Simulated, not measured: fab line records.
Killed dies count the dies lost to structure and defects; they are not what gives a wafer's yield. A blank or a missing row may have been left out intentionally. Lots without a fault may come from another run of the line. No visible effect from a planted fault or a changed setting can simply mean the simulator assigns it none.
fab line records	flow nand-harc
[record] lots = 6	wafers = 18	last-day = 32
route steps=1302 shown A_CONTACT@1012 END@1302
lots untouched by any fault: they come from a run of this same line in which no faults occurred
start-h: hours from the record's first day to the start of the lot's first wafer shown	wait-h: hours since the lot's step before	" repeats the value in the row above	L1.1+2: a single row standing in for several wafers	- no value present, or no start provided	* or withheld: withheld	< > ~ a bound
route shown NAME@n: NAME is a module with steps in the file, n the number in the route of the first one	usual: average and standard deviation across the fault-free wafers	same: alike in all rows	chamber/n: place in a boat	sites: each site's reading	_std_site: how widely they spread, as a standard deviation	_edge_site: the outer-site mean with the inner-site mean subtracted	radius-mm: how far each site lies from the wafer's centre	mask NAME#n: copy n	behind: tool/chamber where the wafer was last shaped	hold: why the lot was held/for how many hours/how that ended	device: which transistor (n, p or np) failed to switch	end of line: the same wafers' tests at the end of the route	a step with no rows: only its recipe	killed: the dies lost at the first sort to structure and to defects; this is not the yield of the wafer	map: dies across one wafer; x = killed, . = not, _ = none there
set.NAME: the setting as run; set.NAME@STEP: as run at that earlier step	model.NAME: the simulator's own value behind a step, which no gauge read
certain route steps with their lots: each step a table, each wafer a row
services: when a tool's chamber went out of use (start-h, in hours from the record's first day, below 0 if earlier), for how many hours, and the reason
[[steps]]
[step NHARC_A_CONTACT_ETCH_118]
[recipe] source-w = withheld	pressure-mtorr = 20	bias-v = 3000	time-s = 190	target-depth-a = 18500	ar-flow-sccm = withheld	c4f8-flow-sccm = withheld	o2-flow-sccm = withheld	chemistry = C4F8/O2/Ar
[usual] run-length-s = 190/0
lot.wafer	tool	chamber	start-h	wait-h	rf-hours-counter-h	run-length-s
L436.2	har-cap-etch-01	0	515.22	0.1	1	190
L436.3	"	1	"	"	-	190
L436.6	"	0	"	"	-	190
L438.1	har-cap-etch-02	1	516.42	0.1	90	190
L438.3	"	0	"	"	-	190
L438.6	"	0	"	"	-	190
L456.3	har-cap-etch-03	0	691.43	0.1	-	190
L456.4	"	1	"	"	-	190
L456.5	"	1	"	"	-	190
L455.4	har-cap-etch-02	1	691.89	0.1	-	190
L455.6	"	0	"	"	-	190
L455.5	"	1	"	"	-	190
L458.2	har-cap-etch-01	0	699.66	0.1	38	190
L458.4	"	1	"	"	-	190
L458.6	"	0	"	"	-	190
L457.2	har-cap-etch-01	1	706.28	0.1	40	190
L457.3	"	1	"	"	-	190
L457.5	"	0	"	"	-	190
[step NHARC_A_CONTACT_ETCH_119]
[recipe] source-w = withheld	pressure-mtorr = 20	bias-v = 3000	time-s = 190	target-depth-a = 18500	ar-flow-sccm = withheld	c4f8-flow-sccm = withheld	o2-flow-sccm = withheld	chemistry = C4F8/O2/Ar
[usual] run-length-s = 190/0
lot.wafer	tool	chamber	start-h	wait-h	rf-hours-counter-h	run-length-s
L436.2	har-cap-etch-01	0	515.39	0.1	1	190
L436.3	"	1	"	"	-	190
L436.6	"	0	"	"	-	190
L438.1	har-cap-etch-02	1	516.59	0.1	90	190
L438.3	"	0	"	"	-	190
L438.6	"	0	"	"	-	190
L456.3	har-cap-etch-03	0	691.60	0.1	-	190
L456.4	"	1	"	"	-	190
L456.5	"	1	"	"	-	190
L455.4	har-cap-etch-02	1	692.06	0.1	-	190
L455.6	"	0	"	"	-	190
L455.5	"	1	"	"	-	190
L458.2	har-cap-etch-01	0	699.83	0.1	38	190
L458.4	"	1	"	"	-	190
L458.6	"	0	"	"	-	190
L457.2	har-cap-etch-01	1	706.45	0.1	41	190
L457.3	"	1	"	"	-	190
L457.5	"	0	"	"	-	190
[step NHARC_A_CONTACT_ETCH_120]
[recipe] source-w = withheld	pressure-mtorr = 20	bias-v = 3000	time-s = 190	target-depth-a = 18500	ar-flow-sccm = withheld	c4f8-flow-sccm = withheld	o2-flow-sccm = withheld	chemistry = C4F8/O2/Ar
[step NHARC_A_CONTACT_ETCH_121]
[recipe] source-w = withheld	pressure-mtorr = 20	bias-v = 3000	time-s = 190	target-depth-a = 18500	ar-flow-sccm = withheld	c4f8-flow-sccm = withheld	o2-flow-sccm = withheld	chemistry = C4F8/O2/Ar
[step NHARC_A_CONTACT_ETCH_122]
[recipe] source-w = withheld	pressure-mtorr = 20	bias-v = 3000	time-s = 190	target-depth-a = 18500	ar-flow-sccm = withheld	c4f8-flow-sccm = withheld	o2-flow-sccm = withheld	chemistry = C4F8/O2/Ar
[usual] run-length-s = 190/0
lot.wafer	tool	chamber	start-h	wait-h	rf-hours-counter-h	run-length-s
L436.2	har-cap-etch-01	0	515.90	0.1	2	190
L436.3	"	1	"	"	-	190
L436.6	"	0	"	"	-	190
L438.1	har-cap-etch-02	1	517.10	0.1	90	190
L438.3	"	0	"	"	-	190
L438.6	"	0	"	"	-	190
L456.3	har-cap-etch-03	0	692.12	0.1	-	190
L456.4	"	1	"	"	-	190
L456.5	"	1	"	"	-	190
L455.4	har-cap-etch-02	1	692.57	0.1	-	190
L455.6	"	0	"	"	-	190
L455.5	"	1	"	"	-	190
L458.2	har-cap-etch-01	0	700.35	0.1	39	190
L458.4	"	1	"	"	-	190
L458.6	"	0	"	"	-	190
L457.2	har-cap-etch-01	1	706.97	0.1	41	190
L457.3	"	1	"	"	-	190
L457.5	"	0	"	"	-	190
[step NHARC_A_CONTACT_ETCH_123]
[recipe] source-w = withheld	pressure-mtorr = 20	bias-v = 400	time-s = 490	target-depth-a = 21100	ar-flow-sccm = withheld	c4f8-flow-sccm = 11.5	o2-flow-sccm = 7.2	chemistry = C4F8/O2/Ar
[step NHARC_A_CONTACT_ETCH_90]
[recipe] target-depth-a = 400	over-etch-frac = 0.5	time-s = 85.7	ion-energy-ev = 120	ch3f-flow-sccm = 50	o2-flow-sccm = 30	ar-flow-sccm = 200	rf-w = 500	bias-w = 100	chemistry = CH3F/O2
[step NHARC_A_CONTACT_ETCH_96]
[recipe] target-depth-a = 200	over-etch-frac = 0.5	time-s = 10	ion-energy-ev = 250	c4f6-flow-sccm = 25	o2-flow-sccm = 20	ar-flow-sccm = 500	rf-w = 600	bias-w = 500	chemistry = C4F6/O2
[usual] bias-w = 500.1/1.5	drypump-motor-current-A = 5.7/0.5	oes-product-au = 0.969/0.028	rf-vpp-V = 547/3.3	run-length-s = 31.0/0.41	showerhead-plenum-p-Torr = 3.93/0.16	throttle-valve-pct = 26.903/0.0094
lot.wafer	tool	chamber	start-h	wait-h	bias-w	drypump-motor-current-A	oes-product-au	rf-hours-counter-h	rf-vpp-V	run-length-s	showerhead-plenum-p-Torr	throttle-valve-pct
L436.3	rie-diel-04	2	517.21	0.1	502.1	6.4	1.011	24	544	30.4	3.79	26.916
L436.2	"	1	"	"	503.1	5.5	0.990	26	548	30.6	3.95	26.901
L436.6	"	1	"	"	500.2	5.5	1.001	-	548	30.5	3.95	26.889
L438.1	rie-diel-04	1	518.39	0.1	499.2	5.5	0.990	26	548	30.4	3.95	26.904
L438.3	"	2	"	"	500.6	6.4	1.007	24	544	31.1	3.79	26.912
L438.6	"	2	"	"	499.0	6.4	1.001	-	544	30.5	3.79	26.924
L456.3	rie-diel-04	0	-	-	502.3	6.0	0.992	27	549	30.9	4.08	26.898
L456.4	"	1	"	"	499.9	5.5	0.982	26	547	30.5	3.93	26.895
L456.5	"	1	"	"	498.7	5.5	0.990	-	547	30.4	3.93	26.906
L455.4	rie-diel-04	3	-	-	500.0	5.0	0.942	28	542	31.5	3.67	26.902
L455.5	"	2	"	"	499.9	6.4	0.955	-	544	30.8	3.77	26.899
L455.6	"	3	"	"	498.2	5.0	0.945	-	543	31.5	3.67	26.897
L458.2	rie-diel-04	3	-	-	499.0	5.0	0.936	29	542	31.5	3.67	26.911
L458.4	"	2	"	"	498.4	6.4	0.931	26	544	30.6	3.77	26.913
L458.6	"	3	"	"	498.0	5.0	0.930	-	541	31.6	3.66	26.897
L457.2	rie-diel-04	3	-	-	501.8	5.0	0.924	29	541	31.5	3.67	26.900
L457.3	"	0	"	"	502.0	6.0	0.949	28	551	31.5	4.08	26.899
L457.5	"	2	"	"	498.9	6.4	0.931	-	542	30.6	3.77	26.882
[step NHARC_A_CONTACT_CD_MEAS_53]
[usual] cd-nm = 289.0/1.1
lot.wafer	tool	chamber	start-h	wait-h	cd-nm
L436.2	cd-sem-03	-	517.30	-	286.8
L436.3	"	-	"	"	287.8
L436.6	"	-	"	"	286.8
L438.1	cd-sem-02	-	518.47	-	289.3
L438.3	"	-	"	"	289.0
L438.6	"	-	"	"	289.9
L456.3	cd-sem-01	-	693.43	-	289.3
L456.4	"	-	"	"	289.6
L456.5	"	-	"	"	289.3
L455.4	cd-sem-03	-	693.87	-	288.7
L455.5	"	-	"	"	288.8
L455.6	"	-	"	"	288.2
L458.2	cd-sem-03	-	701.72	-	287.1
L458.4	"	-	"	"	287.5
L458.6	"	-	"	"	287.7
L457.2	cd-sem-01	-	708.30	-	288.7
L457.3	"	-	"	"	289.3
L457.5	"	-	"	"	290.1
[step NHARC_A_CONTACT_STRIP_99]
[recipe] n2-flow-sccm = 150	h2-flow-sccm = 150	ar-flow-sccm = 0	bias-w = 0	chemistry = N2/H2
[step NHARC_A_CONTACT_STRIP_100]
[recipe] cf4-flow-sccm = 100	chf3-flow-sccm = 30	ar-flow-sccm = 0	bias-w = 0	chemistry = CF4/CHF3
[step NHARC_A_CONTACT_STRIP_101]
[recipe] o2-flow-sccm = 400	cos-flow-sccm = 20	ar-flow-sccm = 0	bias-w = 0	chemistry = O2/COS
[step NHARC_A_CONTACT_ETCH_102]
[recipe] target-depth-a = 1000	overetch-a = 100	time-s = 55	ion-energy-ev = 100	cf4-flow-sccm = 80	o2-flow-sccm = 20	ar-flow-sccm = 0	rf-w = 300	bias-w = 100	chemistry = CF4/O2
[usual] bias-w = 100.0/0.31	drypump-motor-current-A = 5.7/0.51	oes-product-au = 0.999/0.013	rf-vpp-V = 197.9/1.4	run-length-s = 76.2/0.55	showerhead-plenum-p-Torr = 1.34/0.056	throttle-valve-pct = 13.398/0.0098
lot.wafer	tool	chamber	start-h	wait-h	bias-w	drypump-motor-current-A	oes-product-au	rf-hours-counter-h	rf-vpp-V	run-length-s	showerhead-plenum-p-Torr	throttle-valve-pct
L436.2	rie-diel-04	0	517.62	0.1	100.2	6.0	1.006	20	200.3	76.6	1.40	13.396
L436.3	"	1	"	"	99.8	5.5	0.999	26	197.5	75.5	1.34	13.396
L436.6	"	1	"	"	100.1	5.5	1.005	-	198.5	75.8	1.34	13.400
L438.3	rie-diel-04	1	518.80	0.1	100.2	5.5	0.992	26	198.6	75.6	1.35	13.391
L438.1	"	2	"	"	100.0	6.3	1.007	24	198.2	75.6	1.28	13.398
L438.6	"	1	"	"	99.6	5.5	0.994	-	197.1	76.2	1.35	13.398
L456.4	rie-diel-04	0	693.79	0.1	100.3	6.0	1.000	27	200.1	76.5	1.39	13.372
L456.3	"	1	"	"	-	5.5	1.007	27	198.7	68.0	1.34	13.395
L456.5	"	1	"	"	-	5.5	1.000	-	197.5	68.1	1.34	13.408
L455.4	rie-diel-10	2	694.22	0.1	99.8	5.1	1.013	27	199.8	75.9	1.42	13.403
L455.5	"	2	"	"	100.2	5.1	1.019	-	199.3	75.9	1.42	13.381
L455.6	"	3	"	"	100.1	5.7	0.981	-	197.7	77.1	1.33	13.392
L458.2	rie-diel-04	1	702.01	0.0	-	5.5	0.997	27	196.6	68.2	1.34	13.395
L458.4	"	3	"	"	100.0	5.0	0.982	29	197.3	77.0	1.24	13.408
L458.6	"	2	"	"	99.9	6.4	0.992	-	195.6	75.8	1.28	13.395
L457.2	rie-diel-08	3	708.60	0.1	100.0	5.1	1.008	56	199.8	77.0	1.34	13.401
L457.3	"	1	"	"	100.3	5.5	0.998	50	197.7	76.5	1.32	13.395
L457.5	"	3	"	"	100.4	5.1	1.012	-	197.0	76.9	1.34	13.406
[step NHARC_A_CONTACT_STRIP_55]
[recipe] o2-flow-sccm = 500	ar-flow-sccm = 0	bias-w = 0	chemistry = O2
[usual] drypump-motor-current-A = 5.7/0.5	oes-product-au = 0.998/0.013	rf-vpp-V = 57.7/0.84	showerhead-plenum-p-Torr = 3.53/0.14	throttle-valve-pct = 17.037/0.0092
[same] bias-w = 0
lot.wafer	tool	chamber	start-h	wait-h	drypump-motor-current-A	oes-product-au	rf-hours-counter-h	rf-vpp-V	showerhead-plenum-p-Torr	throttle-valve-pct
L436.2	rie-diel-04	2	-	-	6.4	0.997	24	57.4	3.40	17.033
L436.3	"	0	"	"	6.1	1.001	20	57.3	3.69	17.041
L436.6	"	0	"	"	6.0	1.007	-	57.7	3.69	17.056
L438.1	rie-diel-04	0	-	-	6.0	1.009	20	57.7	3.69	17.050
L438.3	"	1	"	"	5.5	0.993	26	57.7	3.55	17.034
L438.6	"	0	"	"	6.0	1.002	-	58.4	3.69	17.024
L456.3	rie-diel-04	2	-	-	6.4	0.995	25	56.9	3.39	17.036
L456.4	"	1	"	"	5.5	1.003	27	59.0	3.54	17.027
L456.5	"	3	"	"	5.0	0.987	-	56.1	3.29	17.031
L455.4	rie-diel-10	2	-	-	5.1	1.023	27	57.1	3.73	17.035
L455.5	"	2	"	"	5.1	1.024	-	58.4	3.74	17.043
L455.6	"	3	"	"	5.8	0.973	-	58.4	3.52	17.039
L458.4	rie-diel-04	0	-	-	6.0	1.003	28	59.7	3.67	17.043
L458.2	"	1	"	"	5.5	0.996	27	57.7	3.54	17.024
L458.6	"	1	"	"	5.5	0.990	-	58.2	3.54	17.028
L457.3	rie-diel-08	1	-	-	5.5	1.006	50	57.3	3.50	17.016
L457.2	"	2	"	"	6.3	1.002	57	56.5	3.49	17.038
L457.5	"	3	"	"	5.1	0.999	-	57.1	3.55	17.040
[step NHARC_END_SORT_01]
[recipe] temp-c = 25
[usual] killed-at-array = 56/19	killed-at-other = 0.6/1	killed-at-periphery = 3.9/2.7	killed-dies = 61/19	killed-open = 3.3/1.9	killed-short = 2.4/1.7
[same] gross-dies = 677
lot.wafer	tool	chamber	start-h	wait-h	killed-at-array	killed-at-other	killed-at-periphery	killed-dies	killed-open	killed-short
L456.3	prober-01	0	764.32	3.1	673	0	4	677	1	3
L456.5	prober-01	0	765.91	3.7	676	0	1	677	2	3
L458.2	prober-02	0	773.64	2.8	669	0	7	676	5	2
// killed by level:class
L456.3 A_CONTACT:area-etch=604 A_CHANNEL_HOLE_D2:chamber-film-flake=29 A_CHANNEL_HOLE_D1:chamber-film-flake=19 A_SLIT:chamber-film-flake=7 A_STAIRCASE:chamber-film-flake=5 A_CONTACT:chamber-film-flake=4 P_STI:chamber-film-flake=2 P_STI:geometric-particle:open=1
L456.5 A_CONTACT:area-etch=627 A_CHANNEL_HOLE_D2:chamber-film-flake=14 A_CHANNEL_HOLE_D1:chamber-film-flake=7 A_SLIT:chamber-film-flake=7 A_CONTACT:chamber-film-flake=7 A_STAIRCASE:chamber-film-flake=5 A_DECK1_JOINT:chamber-film-flake=3 A_ONON_D2:geometric-particle:open=2
L458.2 A_CONTACT:area-etch=608 A_CHANNEL_HOLE_D2:chamber-film-flake=24 A_CONTACT:chamber-film-flake=11 A_CHANNEL_HOLE_D1:chamber-film-flake=11 A_ZERO_WELL:chamber-film-flake=5 P_ZERO_WELL:chamber-film-flake=4 A_STAIRCASE:chamber-film-flake=2 P_STI:geometric-particle:short=1
// map L456.3 (x killed, . not)
____________x____________
_________xxxxxxx_________
_______xxxxxxxxxxx_______
______xxxxxxxxxxxxx______
_____xxxxxxxxxxxxxxx_____
____xxxxxxxxxxxxxxxxx____
____xxxxxxxxxxxxxxxxx____
___xxxxxxxxxxxxxxxxxxx___
___xxxxxxxxxxxxxxxxxxx___
__xxxxxxxxxxxxxxxxxxxxx__
__xxxxxxxxxxxxxxxxxxxxx__
_xxxxxxxxxxxxxxxxxxxxxxx_
_xxxxxxxxxxxxxxxxxxxxxxx_
_xxxxxxxxxxxxxxxxxxxxxxx_
_xxxxxxxxxxxxxxxxxxxxxxx_
_xxxxxxxxxxxxxxxxxxxxxxx_
xxxxxxxxxxxxxxxxxxxxxxxxx
xxxxxxxxxxxxxxxxxxxxxxxxx
xxxxxxxxxxxxxxxxxxxxxxxxx
xxxxxxxxxxxxxxxxxxxxxxxxx
xxxxxxxxxxxxxxxxxxxxxxxxx
_xxxxxxxxxxxxxxxxxxxxxxx_
_xxxxxxxxxxxxxxxxxxxxxxx_
_xxxxxxxxxxxxxxxxxxxxxxx_
_xxxxxxxxxxxxxxxxxxxxxxx_
_xxxxxxxxxxxxxxxxxxxxxxx_
__xxxxxxxxxxxxxxxxxxxxx__
__xxxxxxxxxxxxxxxxxxxxx__
___xxxxxxxxxxxxxxxxxxx___
___xxxxxxxxxxxxxxxxxxx___
____xxxxxxxxxxxxxxxxx____
____xxxxxxxxxxxxxxxxx____
_____xxxxxxxxxxxxxxx_____
______xxxxxxxxxxxxx______
_______xxxxxxxxxxx_______
_________xxxxxxx_________
____________x____________
// map L458.2 (x killed, . not)
____________x____________
_________xxxxxxx_________
_______xxxxxxxxxxx_______
______xxxxxxxxxxxxx______
_____xxxxxxxxxxxxxxx_____
____xxxxxxxxxxxxxxxxx____
____xxxxxxxxxxxxxxxxx____
___xxxxxxxxxxxxxxxxxxx___
___xxxxxxxxxxxxxxxxxxx___
__xxxxxxxxxxxxxxxxxxxxx__
__xxxxxxxxxxxxxxxxxxxxx__
_xxxxxxxxxxxxxxxxxxxxxxx_
_xxxxxxxxxxxxxxxxxxxxxxx_
_xxxxxxxxxxxxxxxxxxxxxxx_
_xxxxxxxxxxxxxxxxxxxxxxx_
_xxxxxxxxxxxxxxxxxxxxxxx_
xxxxxxxxxxxxxxxxxxxxxxxxx
xxxxxxxxxxxxxxxxxxxxxxxxx
xxxxxxxxxxxxxxxxxxxxxxxxx
xxxxxxxxx.xxxxxxxxxxxxxxx
xxxxxxxxxxxxxxxxxxxxxxxxx
_xxxxxxxxxxxxxxxxxxxxxxx_
_xxxxxxxxxxxxxxxxxxxxxxx_
_xxxxxxxxxxxxxxxxxxxxxxx_
_xxxxxxxxxxxxxxxxxxxxxxx_
_xxxxxxxxxxxxxxxxxxxxxxx_
__xxxxxxxxxxxxxxxxxxxxx__
__xxxxxxxxxxxxxxxxxxxxx__
___xxxxxxxxxxxxxxxxxxx___
___xxxxxxxxxxxxxxxxxxx___
____xxxxxxxxxxxxxxxxx____
____xxxxxxxxxxxxxxxxx____
_____xxxxxxxxxxxxxxx_____
______xxxxxxxxxxxxx______
_______xxxxxxxxxxx_______
_________xxxxxxx_________
____________x____________
[[services]]
tool	chamber	start-h	hours	kind
rie-diel-04	0	491.26	12.4	repair
rie-diel-10	-	491.56	33.9	repair
har-cap-etch-01	-	497.00	17.0	pm
rie-diel-04	0	511.27	-	clean
rie-diel-04	1	511.27	-	clean
rie-diel-04	2	511.27	-	clean
rie-diel-04	3	511.27	-	clean
rie-diel-04	3	515.41	4.2	repair
rie-diel-04	-	531.90	9.0	pm
rie-diel-04	0	531.90	9.0	vent-cycle
rie-diel-04	1	531.90	9.0	vent-cycle
rie-diel-04	2	531.90	9.0	vent-cycle
rie-diel-04	3	531.90	9.0	vent-cycle
rie-diel-04	0	540.90	-	clean
rie-diel-04	1	540.90	-	clean
rie-diel-04	2	540.90	-	clean
rie-diel-04	3	540.90	-	clean
rie-diel-08	-	541.65	3.1	repair
rie-diel-08	-	544.84	9.0	pm
rie-diel-04	0	565.40	-	clean
rie-diel-10	-	597.01	9.0	pm
rie-diel-08	1	607.41	5.6	repair
rie-diel-04	2	651.55	7.8	repair
rie-diel-10	3	676.89	4.7	repair
[[key]]
[first-sign] step = NHARC_A_CONTACT_ETCH_102	reading = run-length-s	direction = down	sigmas = 15	usual = *	struck = *
[effect] step = NHARC_END_SORT_01	reading = killed-dies	direction = up	sigmas = 33	usual = 61	struck = 677
[more-kills-born-at] NHARC_A_CONTACT_ETCH_102@rie-diel-04 = 1839
met-at NHARC_A_CONTACT_ETCH_102
struck-wafers L456.3,L456.5,L458.2
later-rows-left-out L456.3,L456.5,L458.2
tester-left-out L456,L458
onset-between 518.80 693.79
[fault] kind = process-parameter-drift	tool = rie-diel-04	chamber = 1	onset-h = 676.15	steps = NHARC_A_CONTACT_ETCH_102	channel = time-s	offset = *	shape = step	end-h = 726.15	acts-in = *	stated = *
// tester-left-out: of these lots the tester's yield and bins aren't shown, on N5 and GAA mostly nor the transistor test; their killed dies are dies lost to structure and defects alone, not to doping, threshold or leakage, so they don't give the yield
// later-rows-left-out: the simulator's readings of these wafers behind a module that went badly wrong aren't trusted and aren't shown, but for the sort
